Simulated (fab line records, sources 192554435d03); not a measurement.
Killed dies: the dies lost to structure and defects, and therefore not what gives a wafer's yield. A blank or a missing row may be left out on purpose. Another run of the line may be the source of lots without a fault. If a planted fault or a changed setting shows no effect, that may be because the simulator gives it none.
Chamber matching    flow n5_finfet    rie_diel-04 running N5_BEOL_M9_DESCUM_33: 4 sister chambers
The step chemistry O2, time 7 s. 4 wafers are shown with their chamber, then 7 later ones without.

## WAFERS WITH THEIR CHAMBER
wafer   chamber  showerhead_plenum_p_Torr (Torr)
L083.4  1        2.12
L087.5  3        1.98
L089.2  0        2.05
L089.5  2        2.20

## WAFERS WITH NO CHAMBER GIVEN
wafer   showerhead_plenum_p_Torr (Torr)
L089.6  2.12
L090.1  2.11
L090.3  2.05
L090.4  2.20
L094.3  2.24
L094.4  2.20
L094.5  2.11

## EACH ONE'S CHAMBER
wafer    from the rows above   in truth
L089.6   1                     1
L090.1   1                     1
L090.3   0                     0
L090.4   2                     2
L094.3   2                     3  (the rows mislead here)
L094.4   2                     2
L094.5   1                     1
Placed correctly: 6 of 7. Left unplaced by these rows: 0. 1 placed wrongly.
How it was worked out, from the rows above alone: a wafer's distance from a chamber is the root of the sum, over the readings, of the square of ((its reading less the chamber's mean) divided by the reading's scatter). The wafer belongs to the nearest chamber; if the next one is less than 2 further off, it can't be placed. The mean given for a chamber averages the wafers shown for that chamber. The scatter (one wafer shown for each chamber): square how far every hidden wafer sits from the nearest shown wafer, average those squares and take the square root.
